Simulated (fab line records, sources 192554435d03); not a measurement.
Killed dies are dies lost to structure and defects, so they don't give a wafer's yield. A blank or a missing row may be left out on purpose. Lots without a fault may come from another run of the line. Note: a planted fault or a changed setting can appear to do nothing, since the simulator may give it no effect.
Chamber matching + flow n5 finfet + N5_BEOL_M3_DESCUM_33 on rie diel-04 has 4 sister chambers
The step chemistry O2, time 7 s. 16 wafers are shown with their chamber, then 8 later ones without.

## EACH WAFER AND ITS CHAMBER
| wafer  | chamber | showerhead plenum p Torr (Torr) | throttle valve pct (%) | drypump motor current A (A) |
|--------|---------|---------------------------------|------------------------|-----------------------------|
| L075.3 | 2       | 2.08                            | 20.35                  | 6.5                         |
| L075.5 | 3       | 2.09                            | 20.42                  | 6.5                         |
| L075.6 | 0       | 2.23                            | 20.27                  | 5.5                         |
| L077.2 | 1       | 2.10                            | 20.62                  | 6.2                         |
| L077.4 | 0       | 2.22                            | 20.28                  | 5.4                         |
| L077.5 | 1       | 2.10                            | 20.61                  | 6.2                         |
| L079.3 | 0       | 2.22                            | 20.27                  | 5.5                         |
| L079.4 | 3       | 2.09                            | 20.44                  | 6.5                         |
| L079.6 | 2       | 2.08                            | 20.35                  | 6.5                         |
| L080.1 | 2       | 2.08                            | 20.36                  | 6.5                         |
| L080.3 | 0       | 2.22                            | 20.28                  | 5.4                         |
| L080.4 | 3       | 2.09                            | 20.44                  | 6.5                         |
| L082.1 | 3       | 2.09                            | 20.43                  | 6.4                         |
| L082.3 | 2       | 2.08                            | 20.36                  | 6.5                         |
| L082.4 | 1       | 2.09                            | 20.63                  | 6.1                         |
| L086.1 | 1       | 2.09                            | 20.64                  | 6.2                         |

SIGNATURES, as means of the wafers listed above
| reading                  | chamber 0 | chamber 1 | chamber 2 | chamber 3 | scatter within a chamber |
|--------------------------|-----------|-----------|-----------|-----------|--------------------------|
| showerhead plenum p Torr | 2.2225    | 2.0950    | 2.0800    | 2.0900    | 0.00382                  |
| throttle valve pct       | 20.2750   | 20.6250   | 20.3550   | 20.4325   | 0.00901                  |
| drypump motor current A  | 5.450     | 6.175     | 6.500     | 6.475     | 0.0456                   |
Rule: for each reading, subtract the chamber's mean from the wafer's reading, divide by that reading's scatter and square the result; add these up over the readings and take the root, which gives the wafer's distance from the chamber. If the next closest chamber is less than 2 further off than the closest, the wafer can't be placed; otherwise it belongs to the closest. How the scatter is found: for the shown wafers, subtract from each reading the mean of its chamber, square and add these, divide the total by (wafers less chambers), then take the root.

## WAFERS WHOSE CHAMBER IS MISSING
| wafer  | showerhead plenum p Torr (Torr) | throttle valve pct (%) | drypump motor current A (A) |
|--------|---------------------------------|------------------------|-----------------------------|
| L086.2 | 2.22                            | 20.31                  | 5.4                         |
| L086.6 | 2.22                            | 20.30                  | 5.4                         |
| L091.1 | 2.21                            | 20.31                  | 5.4                         |
| L091.2 | 2.09                            | 20.65                  | 6.2                         |
| L091.4 | 2.08                            | 20.46                  | 6.5                         |
| L094.1 | 2.09                            | 20.67                  | 6.1                         |
| L094.3 | 2.07                            | 20.40                  | 6.5                         |
| L094.4 | 2.07                            | 20.41                  | 6.5                         |

## WHICH CHAMBER EACH ONE RAN IN
| wafer  | from the rows above     | in truth |
|--------|-------------------------|----------|
| L086.2 | 0                       | 0        |
| L086.6 | 0                       | 0        |
| L091.1 | 0                       | 0        |
| L091.2 | 1                       | 1        |
| L091.4 | 3                       | 3        |
| L094.1 | 1                       | 1        |
| L094.3 | can't be placed: 2 or 3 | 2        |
| L094.4 | can't be placed: 3 or 2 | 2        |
Correct placement for 6 of the 8. Not placeable from these rows: 2 (in 2, the candidates include the true chamber). Wrongly placed: 0.
